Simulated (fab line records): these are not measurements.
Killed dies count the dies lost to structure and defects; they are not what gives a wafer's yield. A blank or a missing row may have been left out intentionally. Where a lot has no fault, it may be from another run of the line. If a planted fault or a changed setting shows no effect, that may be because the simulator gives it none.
8D (eight disciplines) problem report, filled in by code || flow n5-finfet || the parts of the form that need people (team, actions taken, sign-off) are left out

== 1. THE ISSUE ==
At N5_BEOL_M1_ETCH_74, bias-w averages 161.9 W over 6 wafers from 2 lots, while fault-free wafers read 150.0 W, standard deviation 0.48. Relative to the usual mean, that is a shift of +25 standard deviations.
The step: etches underlayer in N2/H2, target depth 6.5 nm, time 5.2 s.
The first sign was on wafer L502.1 at day 10 12:32, on rie-diel-04. The record holds 27 wafers of 9 lots with a number at this step. Rule for "out" (also "out of limits"): further than 4 standard deviations from the usual mean. The other wafers with a number count as sound.

== 2. WHAT THIS IS AND IS NOT ==
{"question": "which readings at this step", "is": "bias-w, rf-vpp-V", "is not": "drypump-motor-current-A, oes-product-au, showerhead-plenum-p-Torr, throttle-valve-pct"}
{"question": "which lots", "is": "L502, L503", "is not": "L485, L487, L489, L492, L504, L506, L508"}
{"question": "which wafers of those lots", "is": "all that have a number", "is not": "-"}
{"question": "read on which tools", "is": "rie-diel-04", "is not": "rie-diel-01, rie-diel-03"}
{"question": "when", "is": "from day 10 12:32", "is not": "up to then (12 sound wafers); but 9 sound wafers of L504, L506, L508 came after"}

== 3. WHAT RULES OUT EACH SUSPECT ==
Counting: any tool at a process step up to the reading is kept as a suspect provided that every lot that is out went through it and no sound lot did after the first of them.
- rie-diel-04 at N5_BEOL_M1_ETCH_74 (etches underlayer in N2/H2, target depth 6.5 nm, time 5.2 s): kept. All lots that are out passed through it, beginning with L502 at day 10 12:32, and no sound lot followed; its final sound lot before that point was L492 at day 8 00:23. Out on those wafers are its own readings of bias-w, rf-vpp-V.
The count leaves rie-diel-04 at N5_BEOL_M1_ETCH_74.

== 4. THE CAUSE (what the simulator had put in) ==
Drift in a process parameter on rie-diel-04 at N5_BEOL_M1_ETCH_74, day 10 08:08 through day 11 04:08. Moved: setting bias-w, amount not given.
Only this tool survived the counting.

== 5. THE EFFECT CHAIN, in route order ==
Rows list readings where the struck wafers' mean (over those with a number) sits beyond 3 standard deviations from the usual. Only readings whose record carries a usual standard deviation are examined. hours: median over the lots of the time between each lot's start at the first step of this table that gives one and its start at this step. sigmas: the change, counted in usual standard deviations.
{"hours": 0, "step": "N5_BEOL_M1_ETCH_74", "reading": "bias-w", "usual": "150.0 W", "on struck wafers": 161.9, "change": "+11.9", "sigmas": "+25"}
{"hours": 0, "step": "N5_BEOL_M1_ETCH_74", "reading": "rf-vpp-V", "usual": "523.8 V", "on struck wafers": 548.4, "change": "+24.6", "sigmas": "+9.5"}
Here are the process steps it includes:
- N5_BEOL_M1_ETCH_74: etches underlayer in N2/H2, target depth 6.5 nm, time 5.2 s.
At these later measuring or inspecting steps, every struck wafer for which the step has a row has a number for every such reading, and none has moved that far: N5_BEOL_M4_RC_MEAS_101.

== 6. HOW IT WOULD HAVE BEEN CAUGHT EARLIER ==
In this record no reading fell out of limits until day 10 12:32, 4 hours after the fault had begun at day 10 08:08.
